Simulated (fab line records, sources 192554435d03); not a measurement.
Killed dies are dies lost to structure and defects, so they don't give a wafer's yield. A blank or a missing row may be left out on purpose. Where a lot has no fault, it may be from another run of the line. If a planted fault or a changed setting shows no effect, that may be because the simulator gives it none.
Problem report in the 8D (eight disciplines) form, filled by code | flow n5 finfet | the parts of the form that need people (team, actions taken, sign-off) are left out

## 1. THE PROBLEM
Wafers without a fault read 1499.9 rpm, standard deviation 0.98; spin speed rpm at N5_BEOL_M1_COAT_61 reads a mean of 1352.9 rpm on 6 wafers belonging to 2 lots. That is -99 or more standard deviations from the usual mean.
The step: time 60 s, resist thk 60 nm.
First seen on wafer L251.2, day 11 03:01, on litho track-01. The record holds 33 wafers of 11 lots with a number at this step. By rule, "out" or "out of limits" means more than 4 standard deviations away from the usual mean. All remaining wafers that have a number are taken as sound.

## 2. WHAT IT IS, AND WHAT IT ISN'T
question                    | is                     | is not
which readings at this step | spin speed rpm         | -
which lots                  | L251, L252             | L232, L234, L235, L236, L238, L239, L241, L244, L246
which wafers of those lots  | all that have a number | -
read on which tools         | litho track-01         | litho track-04, litho track-05
when                        | from day 11 03:01      | up to then (27 sound wafers)

## 3. WHAT RULES OUT EACH SUSPECT
Counting: any tool at a process step up to the reading is kept as a suspect provided that every lot that is out went through it and no sound lot did after the first of them.
- litho track-01 at N5_BEOL_M1_COAT_61 (time 60 s, resist thk 60 nm): kept. It processed each lot that is out, first L251 at day 11 03:01, and no sound lot thereafter; up to then, the last sound lot it processed was L241 at day 8 13:53. Its own readings are out on those wafers: spin speed rpm.
After counting, what remains is litho track-01 at N5_BEOL_M1_COAT_61.

## 4. THE CAUSE (what the simulator had put in)
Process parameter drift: litho track-01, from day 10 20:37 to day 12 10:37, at N5_BEOL_M1_COAT_61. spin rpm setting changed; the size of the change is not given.
Counting left only this tool.

## 5. THE CHAIN OF EFFECTS, in route order
One row per reading whose mean, taken over the struck wafers that have a number, lies over 3 standard deviations from the usual. Only readings whose record carries a usual standard deviation are examined. hours: median over the lots of the time between each lot's start at the first step of this table that gives one and its start at this step. sigmas: the change, counted in usual standard deviations.
hours | step               | reading        | usual      | on struck wafers | change | sigmas
0     | N5_BEOL_M1_COAT_61 | spin speed rpm | 1499.9 rpm | 1352.9           | -147.0 | -99 or more
The process steps in it:
- N5_BEOL_M1_COAT_61: time 60 s, resist thk 60 nm.
Later measuring or inspecting steps at which every struck wafer that the step has a row for has a number for every such reading, and none has moved that far: N5_BEOL_M1_OVL_MEAS_12, N5_BEOL_M4_RC_MEAS_101.

## 6. WHAT WOULD HAVE CAUGHT IT SOONER
6 hours passed between the start of the fault at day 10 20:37 and the first reading out of limits in this record, taken at day 11 03:01.
